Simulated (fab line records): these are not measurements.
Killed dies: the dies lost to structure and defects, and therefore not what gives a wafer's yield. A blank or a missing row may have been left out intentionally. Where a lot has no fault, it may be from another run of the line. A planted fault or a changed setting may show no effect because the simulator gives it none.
fab line records ; flow n5_finfet
record lots=6; wafers=18; last_day=17
route steps=1938 shown BEOL_M1@762 BEOL_M4@1111 PASSIVATION@1936
lots untouched by any fault: they come from a run of this same line in which no faults occurred
start_h: the number of hours between the record's first day and the start of the first shown wafer of the lot ; wait_h: how many hours have passed since the lot's step before this one ; " the same as in the row above ; L1.1+2: a row that stands for several wafers ; - no value, or no start given ; * or withheld: withheld ; < > ~ a bound
route shown NAME@n: a module of which the file shows steps, and the number in the route of the first ; usual: average and standard deviation across the fault-free wafers ; same: alike in all rows ; chamber/n: place in a boat ; sites: each site's reading ; _std_site: their standard deviation ; _edge_site: inner sites' mean taken away from outer sites' mean ; radius_mm: for every site, how far away it sits from the centre of the wafer ; mask NAME#n: copy n ; behind: tool/chamber where the wafer was last shaped ; hold: cause of the lot's hold/its duration in hours/its outcome ; device: transistor that didn't switch, given as n, p or np ; end of line: at the end of the route, the tests of the same wafers ; step lacking rows: just its recipe ; killed: count of dies lost to structure and defects at first sort (not the wafer's yield) ; map: a wafer's dies, marking killed ones x, the rest . and places with no die _
set.NAME: setting as actually run; set.NAME@STEP: the setting as run at that earlier step ; model.NAME: the simulator's own value behind a step, which no gauge read
lots at selected steps of the route; one table per step, one row per wafer
services: the hour from which a tool's chamber was out of use, counted from the record's first day as start_h (under 0 if before that day), plus the number of hours and why
## steps
# step N5_BEOL_M1_PEB_09
# recipe peb_temp_c=100; peb_time_s=60; resist=CAR-EUV
# step N5_BEOL_M1_DEVELOP_10
# recipe develop_time_s=30; developer=TMAH; resist=CAR-EUV; rinse_liquid=surfactant_rinse; dry=air_spin; dev_temp_c=23
# step N5_BEOL_M1_CD_MEAS_11
# recipe target_cd_nm=17.05; landing_energy_ev=500; detector=se_inlens; polarity=opening
# usual cd_nm=16.99/0.23
# same landing_energy_ev=500
lot.wafer;tool;chamber;start_h;wait_h;cd_nm
L218.1;cd_sem-02;0;132.35;-;17.59
L218.3;cd_sem-02;0;132.35;-;17.16
L218.4;cd_sem-02;0;132.35;-;16.85
L224.2;cd_sem-02;0;164.61;-;17.18
L224.5;cd_sem-02;0;164.61;-;17.26
L224.6;cd_sem-02;0;164.61;-;16.59
L225.1;cd_sem-01;0;166.38;-;17.41
L225.3;cd_sem-01;0;166.38;-;16.92
L225.6;cd_sem-01;0;166.38;-;16.94
L226.1;cd_sem-02;0;178.33;-;17.02
L226.2;cd_sem-02;0;178.33;-;16.84
L226.3;cd_sem-02;0;178.33;-;17.02
L233.1;cd_sem-03;0;223.49;-;17.26
L233.4;cd_sem-03;0;223.49;-;16.79
L233.6;cd_sem-03;0;223.49;-;16.94
L239.1;cd_sem-02;0;255.64;-;16.65
L239.3;cd_sem-02;0;255.64;-;17.11
L239.6;cd_sem-02;0;255.64;-;16.80
# step N5_BEOL_M1_OVL_MEAS_12
# recipe points_per_wafer=522
# usual M1_OVL=0.2/0.58
lot.wafer;tool;chamber;start_h;wait_h;M1_OVL[nm]
L218.1;overlay-01;0;132.38;0.0;0.4
L218.3;overlay-01;0;132.38;0.0;-0.3
L218.4;overlay-01;0;132.38;0.0;-0.2
L224.2;overlay-01;0;164.64;0.0;0.8
L224.5;overlay-01;0;164.64;0.0;0.4
L224.6;overlay-01;0;164.64;0.0;0.4
L225.1;overlay-02;0;166.41;0.0;-0.4
L225.3;overlay-02;0;166.41;0.0;-0.1
L225.6;overlay-02;0;166.41;0.0;0.6
L226.1;overlay-01;0;178.36;0.0;-0.4
L226.2;overlay-01;0;178.36;0.0;-0.8
L226.3;overlay-01;0;178.36;0.0;0.2
L233.1;overlay-01;0;223.52;0.0;1.3
L233.4;overlay-01;0;223.52;0.0;-0.9
L233.6;overlay-01;0;223.52;0.0;-0.8
L239.1;overlay-02;0;255.67;0.0;0.2
L239.3;overlay-02;0;255.67;0.0;0.9
L239.6;overlay-02;0;255.67;0.0;-0.2
# step N5_BEOL_M1_INSPECT_13
# recipe mode=adi; inspect_instrument=brightfield
# usual raw_defect_count=455/120
lot.wafer;tool;chamber;start_h;wait_h;raw_defect_count
L218.1;defect_inspect-02;-;132.44;0.1;330
L218.3;defect_inspect-02;-;132.44;0.1;305
L218.4;defect_inspect-02;-;132.44;0.1;251
L224.2;defect_inspect-02;-;164.69;0.0;541
L224.5;defect_inspect-02;-;164.69;0.0;508
L224.6;defect_inspect-02;-;164.69;0.0;660
L225.1;defect_inspect-02;-;166.47;0.1;498
L225.3;defect_inspect-02;-;166.47;0.1;696
L225.6;defect_inspect-02;-;166.47;0.1;839
L226.1;defect_inspect-02;-;178.42;0.1;436
L226.2;defect_inspect-02;-;178.42;0.1;494
L226.3;defect_inspect-02;-;178.42;0.1;509
L233.1;defect_inspect-02;-;223.58;0.1;729
L233.4;defect_inspect-02;-;223.58;0.1;596
L233.6;defect_inspect-02;-;223.58;0.1;530
L239.1;defect_inspect-01;-;255.73;0.1;335
L239.3;defect_inspect-01;-;255.73;0.1;242
L239.6;defect_inspect-01;-;255.73;0.1;479
# step N5_BEOL_M1_DESCUM_16
# recipe chemistry=O2; time_s=7; source_power_w=50; bias_power_w=20; pressure_mtorr=20; rf_frequency_hz=2.712e+07; temp_c=40; resist=CAR-EUV; o2_flow_sccm=225
# usual drypump_motor_current_A=5.8/0.51; oes_product_au=0.78/0.079; rf_vpp_V=243.3/1.5; showerhead_plenum_p_Torr=2.09/0.08; throttle_valve_pct=20.53/0.2
lot.wafer;tool;chamber;start_h;wait_h;drypump_motor_current_A;oes_product_au;rf_hours_counter_h;rf_vpp_V;showerhead_plenum_p_Torr;throttle_valve_pct
L218.1;rie_diel-05;2;132.71;0.3;5.1;0.91;19;243.1;2.05;20.55
L218.3;rie_diel-05;0;132.71;0.3;6.8;0.85;79;245.4;2.21;20.22
L218.4;rie_diel-05;1;132.71;0.3;5.4;0.78;119;241.9;2.00;20.23
L224.2;rie_diel-05;1;165.38;0.7;5.3;0.78;131;242.8;1.99;20.26
L224.5;rie_diel-05;3;165.38;0.7;5.1;0.66;-;240.2;1.97;20.69
L224.6;rie_diel-05;0;165.38;0.7;6.8;0.85;-;244.4;2.20;20.25
L225.1;rie_diel-05;0;166.50;0.0;6.8;0.85;91;246.3;2.20;20.24
L225.3;rie_diel-05;1;166.50;0.0;5.4;0.78;131;243.0;1.99;20.25
L225.6;rie_diel-05;3;166.50;0.0;5.1;0.67;-;241.8;1.97;20.68
L226.1;rie_diel-05;2;179.01;0.6;5.0;0.88;40;242.1;2.05;20.57
L226.2;rie_diel-05;0;179.01;0.6;6.8;0.85;96;245.4;2.20;20.25
L226.3;rie_diel-05;1;179.01;0.6;5.4;0.77;137;242.0;1.99;20.26
L233.1;rie_diel-06;0;223.68;0.1;5.8;0.99;3;244.7;2.13;20.50
L233.4;rie_diel-06;3;223.68;0.1;5.9;0.83;-;241.7;2.01;20.38
L233.6;rie_diel-06;0;223.68;0.1;5.8;0.98;-;242.5;2.13;20.53
L239.1;rie_diel-03;1;255.76;0.0;6.1;0.73;187;242.5;2.09;20.51
L239.3;rie_diel-03;0;255.76;0.0;5.9;0.79;114;244.7;2.13;20.73
L239.6;rie_diel-03;3;255.76;0.0;5.7;0.70;-;242.5;2.06;20.47
# step N5_BEOL_M1_ETCH_74
# recipe chemistry=N2/H2; target=underlayer; target_depth_a=65; mask_material=CAR-EUV; time_s=5.2; ion_energy_ev=200; pressure_mtorr=30; source_w=840; bias_w=150; n2_flow_sccm=200; h2_flow_sccm=200; ends=cleared
# usual drypump_motor_current_A=5.8/0.51; etch_rf_on_time_s=5.25/0.13; h2_flow_sccm=200.0/0.57; oes_product_au=0.67/0.066; rf_vpp_V=523.9/2.8; showerhead_plenum_p_Torr=2.55/0.092; throttle_valve_pct=17.97/0.22
lot.wafer;tool;chamber;start_h;wait_h;drypump_motor_current_A;etch_rf_on_time_s;h2_flow_sccm;oes_product_au;rf_hours_counter_h;rf_vpp_V;showerhead_plenum_p_Torr;throttle_valve_pct
L218.1;rie_diel-05;2;132.74;0.0;5.1;5.00;200.9;0.80;19;521.4;2.51;18.07
L218.3;rie_diel-05;0;132.74;0.0;6.8;5.27;201.4;0.72;79;529.4;2.68;17.64
L218.4;rie_diel-05;1;132.74;0.0;5.3;5.24;200.0;0.66;119;524.1;2.44;17.68
L224.2;rie_diel-05;1;165.42;0.0;5.4;5.27;200.4;0.66;131;522.1;2.43;17.73
L224.5;rie_diel-05;3;165.42;0.0;5.1;5.45;199.7;0.56;-;520.1;2.41;18.20
L224.6;rie_diel-05;0;165.42;0.0;6.8;5.27;199.4;0.71;-;527.9;2.67;17.64
L225.1;rie_diel-05;0;166.54;0.0;6.8;5.19;199.8;0.71;91;527.1;2.67;17.65
L225.3;rie_diel-05;1;166.54;0.0;5.4;5.23;200.8;0.67;131;519.4;2.43;17.72
L225.6;rie_diel-05;3;166.54;0.0;5.1;5.34;199.2;0.57;-;521.6;2.41;18.23
L226.1;rie_diel-05;2;179.05;0.0;5.1;5.02;199.8;0.76;40;524.1;2.50;18.08
L226.2;rie_diel-05;0;179.05;0.0;6.8;5.19;200.6;0.71;97;528.5;2.67;17.65
L226.3;rie_diel-05;1;179.05;0.0;5.4;5.24;199.5;0.65;137;522.0;2.43;17.71
L233.1;rie_diel-06;0;223.71;0.0;5.8;5.18;200.3;0.83;3;524.2;2.60;17.96
L233.4;rie_diel-06;3;223.71;0.0;5.9;5.44;199.5;0.69;-;519.6;2.47;17.93
L233.6;rie_diel-06;0;223.71;0.0;5.8;5.21;200.1;0.83;-;526.5;2.60;17.93
L239.1;rie_diel-03;1;255.79;0.0;6.1;5.29;199.9;0.62;187;522.4;2.52;17.91
L239.3;rie_diel-03;0;255.79;0.0;5.9;5.21;199.1;0.68;114;524.8;2.57;17.98
L239.6;rie_diel-03;3;255.79;0.0;5.7;5.33;200.1;0.60;-;523.6;2.52;17.93
# step N5_BEOL_M1_ETCH_63
# recipe chemistry=CF4; target=SiARC; target_depth_a=156; mask_material=CAR-EUV; time_s=26; ion_energy_ev=80; pressure_mtorr=40; source_w=545; bias_w=36; Ar_flow_sccm=100; cf4_flow_sccm=100; ends=cleared
# step N5_BEOL_M1_ETCH_64
# recipe chemistry=N2/H2; target=SOC; target_depth_a=750; overetch_a=150; mask_material=SiARC; temp_c=40; time_s=112.5; ion_energy_ev=200; pressure_mtorr=30; source_w=840; bias_w=150; n2_flow_sccm=200; h2_flow_sccm=200
# usual drypump_motor_current_A=5.8/0.51; h2_flow_sccm=200.0/0.65; oes_product_au=0.62/0.057; rf_vpp_V=524.0/2.7; showerhead_plenum_p_Torr=2.55/0.092; throttle_valve_pct=17.93/0.22
lot.wafer;tool;chamber;start_h;wait_h;drypump_motor_current_A;h2_flow_sccm;oes_product_au;rf_hours_counter_h;rf_vpp_V;showerhead_plenum_p_Torr;throttle_valve_pct
L218.1;rie_diel-05;2;132.79;0.0;5.1;200.2;0.72;19;523.0;2.51;18.05
L218.3;rie_diel-05;0;132.79;0.0;6.8;199.6;0.67;79;525.8;2.68;17.59
L218.4;rie_diel-05;1;132.79;0.0;5.4;200.7;0.62;119;520.2;2.44;17.65
L224.2;rie_diel-05;1;165.46;0.0;5.4;199.6;0.61;131;522.7;2.43;17.69
L224.5;rie_diel-05;3;165.46;0.0;5.1;201.5;0.53;-;519.8;2.41;18.18
L224.6;rie_diel-05;0;165.46;0.0;6.8;199.0;0.66;-;528.4;2.67;17.59
L225.1;rie_diel-05;0;166.58;0.0;6.8;200.0;0.66;91;528.6;2.67;17.58
L225.3;rie_diel-05;1;166.58;0.0;5.4;200.5;0.62;131;521.9;2.43;17.67
L225.6;rie_diel-05;3;166.58;0.0;5.1;199.7;0.53;-;519.2;2.41;18.17
L226.1;rie_diel-05;2;179.09;0.0;5.0;200.7;0.70;40;521.3;2.50;18.07
L226.2;rie_diel-05;0;179.09;0.0;6.8;200.8;0.66;97;528.0;2.67;17.60
L226.3;rie_diel-05;1;179.09;0.0;5.4;200.1;0.61;137;520.5;2.43;17.69
L233.1;rie_diel-06;0;223.76;0.0;5.8;200.0;0.77;3;525.3;2.60;17.91
L233.4;rie_diel-06;3;223.76;0.0;5.9;200.5;0.66;-;520.8;2.47;17.89
L233.6;rie_diel-06;0;223.76;0.0;5.8;199.9;0.76;-;525.3;2.60;17.90
L239.1;rie_diel-03;1;255.84;0.0;6.1;200.5;0.58;187;523.1;2.52;17.88
L239.3;rie_diel-03;0;255.84;0.0;5.9;199.9;0.63;114;524.2;2.57;17.97
L239.6;rie_diel-03;3;255.84;0.0;5.6;199.1;0.57;-;522.0;2.52;17.86
# step N5_BEOL_M1_STRIP_65
# recipe chemistry=N2/H2; temp_c=40; n2_flow_sccm=200; h2_flow_sccm=200; rf_frequency_hz=6e+07
# step N5_BEOL_M1_STRIP_75
# recipe chemistry=N2/H2; temp_c=40; n2_flow_sccm=200; h2_flow_sccm=200; rf_frequency_hz=6e+07
# step N5_BEOL_M1_STRIP_66
# recipe chemistry=CF4; resist=SiARC; power_w=300; bias_power_w=75; pressure_mtorr=50; cf4_flow_sccm=150; rf_frequency_hz=6e+07
# usual cf4_flow_sccm=150.0/0.42; drypump_motor_current_A=5.8/0.51; oes_product_au=0.78/0.07; rf_vpp_V=271.2/1.5; showerhead_plenum_p_Torr=1.80/0.062; throttle_valve_pct=13.68/0.2
lot.wafer;tool;chamber;start_h;wait_h;cf4_flow_sccm;drypump_motor_current_A;oes_product_au;rf_hours_counter_h;rf_vpp_V;showerhead_plenum_p_Torr;throttle_valve_pct
L218.1;rie_diel-05;2;132.91;0.0;150.2;5.0;0.91;19;270.1;1.76;13.52
L218.3;rie_diel-05;0;132.91;0.0;150.4;6.8;0.84;79;273.2;1.89;13.36
L218.4;rie_diel-05;1;132.91;0.0;149.5;5.4;0.78;119;269.8;1.72;13.48
L224.2;rie_diel-05;1;165.59;0.0;150.0;5.4;0.77;131;269.1;1.71;13.51
L224.5;rie_diel-05;3;165.59;0.0;150.0;5.1;0.67;-;269.1;1.70;13.94
L224.6;rie_diel-05;0;165.59;0.0;150.5;6.8;0.83;-;274.4;1.88;13.40
L225.1;rie_diel-05;0;166.71;0.0;149.5;6.8;0.83;91;274.3;1.88;13.38
L225.3;rie_diel-05;1;166.71;0.0;149.1;5.4;0.76;131;269.2;1.72;13.50
L225.6;rie_diel-05;3;166.71;0.0;149.3;5.1;0.67;-;268.7;1.70;13.94
L226.1;rie_diel-05;2;179.22;0.0;150.0;5.1;0.87;40;270.9;1.75;13.57
L226.2;rie_diel-05;0;179.22;0.0;149.6;6.8;0.81;97;273.3;1.88;13.40
L226.3;rie_diel-05;1;179.22;0.0;150.1;5.4;0.76;137;269.3;1.71;13.51
L233.1;rie_diel-06;0;223.88;0.0;149.0;5.8;0.95;3;271.7;1.84;13.65
L233.4;rie_diel-06;3;223.88;0.0;150.0;5.9;0.82;-;269.8;1.74;13.62
L233.6;rie_diel-06;0;223.88;0.0;148.7;5.8;0.95;-;271.0;1.84;13.64
L239.1;rie_diel-03;1;255.97;0.0;149.7;6.1;0.73;187;270.7;1.78;13.66
L239.3;rie_diel-03;0;255.97;0.0;150.2;5.9;0.78;114;270.4;1.80;13.61
L239.6;rie_diel-03;3;255.97;0.0;149.8;5.6;0.71;-;271.2;1.79;13.83
# step N5_BEOL_M1_HM_OPEN_17
# recipe chemistry=Cl2/BCl3; target_depth_a=200; overetch_a=60; target=TiN; mask_material=SOC; ion_energy_ev=150; pressure_mtorr=10; icp_w=1000; bias_w=126; Cl2_flow_sccm=53.25; bcl3_flow_sccm=21.75; Ar_flow_sccm=25
# usual drypump_motor_current_A=5.6/0.5; oes_ar_750_au=0.70/0.075; oes_product_au=0.60/0.058; throttle_valve_pct=22.1/0.31
lot.wafer;tool;chamber;start_h;wait_h;drypump_motor_current_A;oes_ar_750_au;oes_product_au;rf_hours_counter_h;throttle_valve_pct;model.SOC_of_BEOL_M1_COAT_61.thk_nm
L218.1;rie_metal-03;0;132.95;0.0;5.7;0.59;0.54;111;22.3;52.2
L218.3;rie_metal-03;0;132.95;0.0;5.7;0.60;0.54;-;22.3;52.4
L218.4;rie_metal-03;1;132.95;0.0;4.9;0.84;0.73;-;22.0;51.6
L224.2;rie_metal-03;0;165.63;0.0;5.7;0.60;0.53;115;22.4;53.4
L224.5;rie_metal-03;1;165.63;0.0;5.0;0.82;0.70;-;22.0;53.2
L224.6;rie_metal-03;0;165.63;0.0;5.7;0.60;0.53;-;22.4;53.6
L225.1;rie_metal-03;0;166.75;0.0;5.8;0.60;0.53;115;22.4;53.4
L225.3;rie_metal-03;0;166.75;0.0;5.8;0.59;0.52;-;22.4;53.8
L225.6;rie_metal-03;1;166.75;0.0;5.0;0.83;0.70;-;22.0;53
L226.1;rie_metal-02;1;179.26;0.0;6.5;0.71;0.58;99;21.8;52.2
L226.2;rie_metal-02;0;179.26;0.0;5.1;0.68;0.60;82;21.9;52.4
L226.3;rie_metal-02;0;179.26;0.0;5.1;0.67;0.60;-;21.9;52.4
L233.1;rie_metal-01;0;223.92;0.0;5.7;0.65;0.58;83;22.7;52.6
L233.4;rie_metal-01;1;223.92;0.0;5.6;0.72;0.63;-;21.7;52.6
L233.6;rie_metal-01;1;223.92;0.0;5.7;0.72;0.63;-;21.7;52.4
L239.1;rie_metal-02;1;256.01;0.0;6.5;0.70;0.57;104;21.8;51.6
L239.3;rie_metal-02;1;256.01;0.0;6.5;0.70;0.57;-;21.8;51.8
L239.6;rie_metal-02;0;256.01;0.0;5.1;0.66;0.58;-;21.9;52.2
# step N5_BEOL_M1_STRIP_19
# recipe chemistry=O2; power_w=400; temp_c=40; pressure_mtorr=30; rf_frequency_hz=6e+07; bias_power_w=0; overash_fraction=0.2; o2_flow_sccm=225
# usual drypump_motor_current_A=5.8/0.54; oes_product_au=0.80/0.078; rf_vpp_V=3.7/0.51; showerhead_plenum_p_Torr=2.11/0.085; throttle_valve_pct=16.73/0.19
lot.wafer;tool;chamber;start_h;wait_h;drypump_motor_current_A;oes_product_au;rf_hours_counter_h;rf_vpp_V;showerhead_plenum_p_Torr;throttle_valve_pct
L218.1;rie_diel-03;3;133.23;0.2;5.6;0.73;176;3.1;2.07;16.70
L218.3;rie_diel-03;2;133.23;0.2;6.1;0.71;212;3.6;2.17;17.00
L218.4;rie_diel-03;0;133.23;0.2;5.9;0.82;85;3.3;2.15;16.82
L224.2;rie_diel-06;2;165.84;0.2;5.5;0.71;231;3.8;1.97;16.84
L224.5;rie_diel-06;3;165.84;0.2;5.9;0.85;-;3.3;2.02;16.61
L224.6;rie_diel-06;2;165.84;0.2;5.4;0.71;-;3.9;1.97;16.86
L225.1;rie_diel-05;0;166.89;0.1;6.8;0.85;91;3.8;2.21;16.49
L225.3;rie_diel-05;1;166.89;0.1;5.3;0.78;132;3.5;2.00;16.54
L225.6;rie_diel-05;1;166.89;0.1;5.4;0.79;-;2.6;2.00;16.55
L226.1;rie_diel-05;2;179.74;0.4;5.1;0.89;40;3.9;2.05;16.74
L226.2;rie_diel-05;0;179.74;0.4;6.8;0.85;97;3.4;2.21;16.51
L226.3;rie_diel-05;1;179.74;0.4;5.4;0.78;138;2.8;1.99;16.56
L233.1;rie_diel-06;3;224.04;0.1;5.9;0.83;97;3.7;2.02;16.67
L233.4;rie_diel-06;1;224.04;0.1;6.4;0.76;-;3.9;2.18;17.06
L233.6;rie_diel-06;0;224.04;0.1;5.8;0.99;-;4.2;2.14;16.72
L239.1;rie_diel-06;2;256.12;0.1;5.5;0.96;3;3.8;2.23;16.38
L239.3;rie_diel-06;0;256.12;0.1;5.8;0.93;14;3.7;2.13;16.73
L239.6;rie_diel-06;0;256.12;0.1;5.8;0.94;-;4.2;2.13;16.74
# step N5_BEOL_M4_RC_MEAS_101
# usual DIBL_N=36.1/1.6; DIBL_P=35.8/2.1; IOFF_N=0.16/0.031; IOFF_P=0.21/0.034; ION_N=673/12; ION_P=461/7.2; SS_N=71.4/0.59; SS_P=73.3/0.63; VT_N=250/3.1; VT_P=-250/3.3
lot.wafer;tool;chamber;start_h;wait_h;DIBL_N[mV/V];DIBL_P[mV/V];IOFF_N[nA/um];IOFF_P[nA/um];ION_N[uA/um];ION_P[uA/um];SS_N[mV/dec];SS_P[mV/dec];VT_N[mV];VT_P[mV]
L218.1;prober-01;0;175.36;0.0;37.0;37.4;0.18;0.23;677;466;71.5;73.3;248;-248
L218.3;prober-01;0;175.36;0.0;40.3;41.5;0.26;0.31;702;479;73.1;74.3;244;-245
L218.4;prober-01;0;175.36;0.0;34.9;34.2;0.13;0.17;660;455;71.8;72.4;253;-251
L224.2;prober-01;0;215.25;0.2;34.8;33.4;0.13;0.20;667;463;71.3;72.9;250;-247
L224.5;prober-01;0;215.25;0.2;34.0;33.0;0.12;0.19;668;463;71.0;73.3;251;-250
L224.6;prober-01;0;215.25;0.2;36.1;33.9;0.15;0.21;686;467;71.6;73.0;249;-247
L225.1;prober-01;0;228.01;0.0;35.2;32.7;0.12;0.17;651;461;71.4;72.8;254;-250
L225.3;prober-01;0;228.01;0.0;37.4;36.5;0.15;0.23;669;462;72.1;73.6;250;-247
L225.6;prober-01;0;228.01;0.0;37.4;37.6;0.16;0.24;682;472;71.1;73.5;251;-248
L226.1;prober-02;0;233.51;0.0;37.3;37.4;0.17;0.23;678;468;71.3;73.4;246;-247
L226.2;prober-02;0;233.51;0.0;35.4;34.2;0.13;0.17;673;457;70.2;73.2;253;-254
L226.3;prober-02;0;233.51;0.0;36.0;35.1;0.14;0.19;663;454;70.8;73.6;252;-249
L233.1;prober-01;0;274.64;0.0;38.7;38.6;0.18;0.21;669;453;72.0;73.8;247;-253
L233.4;prober-01;0;274.64;0.0;36.3;36.3;0.14;0.18;663;455;71.1;73.9;249;-255
L233.6;prober-01;0;274.64;0.0;37.9;38.0;0.17;0.21;671;453;71.6;73.8;249;-254
L239.1;prober-02;0;301.01;0.0;36.0;34.3;0.17;0.22;693;472;71.5;72.3;246;-249
L239.3;prober-02;0;301.01;0.0;36.7;36.3;0.17;0.25;682;466;72.0;73.0;246;-246
L239.6;prober-02;0;301.01;0.0;36.7;35.1;0.17;0.23;688;476;72.0;72.8;247;-246
# step N5_PASSIVATION_PROBE_49
# usual defect_limited_yield=91.0/1.5; killed_at_M0_to_M3=35/11; killed_at_M4_up=13/6; killed_at_contacts=14/6.5; killed_at_front_end=40/12; killed_at_other=4/3.4; killed_dies=106/18; killed_open=68/14; killed_short=35/7.7; sort_bin_5_function=5.2/0.98; sort_bin_6_memory=3.4/0.72; sort_n_pass=1074/18; sort_yield_pct=91.0/1.5
# same gross_dies=1180; killed_at_back_side=0; sort_bin_4_leakage[%]=0; sort_bin_8_speed[%]=0
lot.wafer;tool;chamber;start_h;wait_h;defect_limited_yield[%];killed_at_M0_to_M3;killed_at_M4_up;killed_at_contacts;killed_at_front_end;killed_at_other;killed_dies;killed_open;killed_short;sort_bin_5_function[%];sort_bin_6_memory[%];sort_n_pass;sort_yield_pct[%]
L218.1;prober-01;-;286.42;0.0;92.0;26;12;16;29;11;94;62;31;4.9;2.8;1086;92.0
L218.3;prober-01;-;286.52;0.1;94.2;27;5;5;26;5;68;40;26;3.9;1.8;1112;94.2
L218.4;prober-01;-;286.57;0.2;91.7;38;9;10;32;9;98;56;41;4.2;3.6;1082;91.7
# killed by level:class
L218.1 MOL_CONTACT_COAG:geometric_particle:open=11 BEOL_M1:geometric_particle:open=8 FIN_SAQP:geometric_particle:open=6 BEOL_M0_SAQP:geometric_particle:open=6 STI_FIN_REVEAL:geometric_particle:open=5 MOL_CONTACT_COAG:geometric_particle:short=5 BEOL_M1:geometric_particle:short=5 PASS1_CAP:geometric_particle:short=4
L218.3 BEOL_M3:geometric_particle:open=9 FIN_SAQP:geometric_particle:short=6 BEOL_M0_SAQP:geometric_particle:short=6 FIN_SAQP:geometric_particle:open=5 STI_FIN_REVEAL:geometric_particle:open=5 MOL_CONTACT_COAG:geometric_particle:open=4 BEOL_M1:geometric_particle:short=3 BEOL_M1:geometric_particle:open=3
L218.4 BEOL_M3:geometric_particle:open=13 BEOL_M0_SAQP:geometric_particle:short=9 FIN_SAQP:geometric_particle:open=8 MOL_CONTACT_COAG:geometric_particle:open=7 BEOL_M1:geometric_particle:short=5 BEOL_M2:geometric_particle:open=5 PASS1_CAP:geometric_particle:short=5 FIN_SAQP:geometric_particle:short=4
## services
tool;chamber;start_h;hours;kind
rie_diel-03;1;111.25;11.3;repair
rie_diel-05;1;140.23;4.2;repair
rie_diel-05;0;144.19;3.1;repair
rie_diel-03;1;156.24;7.0;repair
rie_diel-03;2;158.64;5.7;repair
rie_metal-02;0;166.26;7.7;repair
rie_diel-06;1;171.06;6.3;repair
rie_diel-05;3;172.48;-;clean
rie_diel-05;3;172.48;-;consumable_replace:focus_ring
rie_diel-05;3;172.48;-;consumable_replace:showerhead
rie_diel-05;3;172.48;17.5;scheduled_down
rie_diel-05;3;172.48;17.5;vent_cycle
rie_diel-05;1;185.48;11.0;repair
rie_diel-06;0;198.60;-;clean
rie_diel-06;0;198.60;-;consumable_replace:focus_ring
rie_diel-06;0;198.60;18.2;scheduled_down
rie_diel-06;0;198.60;18.2;vent_cycle
rie_metal-02;1;198.86;9.7;repair
rie_diel-03;3;202.61;2.6;repair
rie_diel-06;2;216.82;-;clean
rie_diel-06;2;216.82;-;consumable_replace:focus_ring
rie_diel-06;2;216.82;-;consumable_replace:showerhead
rie_diel-06;-;230.51;0.5;repair
rie_diel-06;2;237.70;13.5;repair
## key
first_sign none at tools or gauges
model_effect step=N5_BEOL_M1_HM_OPEN_17; value=SOC_of_BEOL_M1_COAT_61.thk_nm; without=52.4; struck=53.4
met_at N5_BEOL_M1_HM_OPEN_17
struck_wafers L224.2,L224.5,L224.6,L225.1,L225.3,L225.6
rows_end L224.2,L224.5,L224.6
onset_between 132.95 165.63
fault kind=process_parameter_drift; tool=rie_metal-03; chamber=-; onset_h=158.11; steps=N5_BEOL_M1_HM_OPEN_17; channel=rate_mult; offset=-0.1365; shape=step
# rows_end: these wafers met a further fault down the route, and their rows from its step on are left out
